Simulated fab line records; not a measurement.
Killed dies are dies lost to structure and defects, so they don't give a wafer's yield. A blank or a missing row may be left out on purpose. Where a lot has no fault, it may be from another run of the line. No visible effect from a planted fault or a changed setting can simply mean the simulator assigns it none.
The tool behind it: which one?	flow n5-finfet	12 lots with 36 wafers sampled at 2 steps, on a route of 1938 steps

== WHAT THE GAUGES READ, wafer by wafer ==
N5_SDB_INSPECT_36: inspects for defects (darkfield).
lot	measured	on	raw-defect-count
L075	day 4 08:25	defect-inspect-01	20 29 28
L077	day 4 20:44	defect-inspect-02	23 32 18
L079	day 5 05:07	defect-inspect-02	39 38 48
L081	day 5 15:43	defect-inspect-01	33 46 25
L083	day 6 05:04	defect-inspect-01	23 53 10
L085	day 6 16:49	defect-inspect-02	49 23 50
L087	day 7 07:26	defect-inspect-01	49 44 22
L089	day 7 18:55	defect-inspect-01	29 25 33
L091	day 8 03:41	defect-inspect-02	28 32 47
L093	day 8 16:11	defect-inspect-02	15 29 23
L095	day 9 04:42	defect-inspect-01	40 86 37
L097	day 9 16:25	defect-inspect-02	50 47 44

== TOOL THAT RAN EACH LOT (tool first, then ch and the chambers of the sampled wafers, then the start) ==
lot	N5_SDB_CMP_30
L075	cmp-03 ch 0,1,3, day 4 08:05
L077	cmp-04 ch 1,2,3, day 4 20:25
L079	cmp-04 ch 1,2, day 5 04:48
L081	cmp-01 ch 0,2,3, day 5 15:23
L083	cmp-01 ch 0,2,3, day 6 04:49
L085	cmp-03 ch 0,2,3, day 6 16:29
L087	cmp-01 ch 0,1,2, day 7 07:09
L089	cmp-01 ch 0,1,3, day 7 18:40
L091	cmp-01 ch 2,3, day 8 03:22
L093	cmp-03 ch 0,1,2, day 8 15:56
L095	cmp-04 ch 0,1,2, day 9 04:25
L097	cmp-04 ch 1,2, day 9 16:08
- N5_SDB_CMP_30: polishes, stops on poly-Si, t overpolish 1.54 s, target thk 30 nm.

== THE ANSWER, worked out from the rows above alone ==
Rule: what is usual is taken from the lots themselves. Put in order of their means at a reading, lots are off if they are a third of the lots or fewer, leave a main group of 4 or more, and stand apart from it by a gap of 3 or more times the standard deviation of the main group's means; of several such gaps the widest counts. If all means in a main group match to the digits the tables above print for the reading, that group is not used. Also off: a lot with no number at a reading for which 4 or more lots have one. The other lots that the step has rows for count as sound.
No lot is off on any of the readings shown, so nothing can be concluded from this.

== WHAT HAD BEEN PUT IN BY THE SIMULATOR ==
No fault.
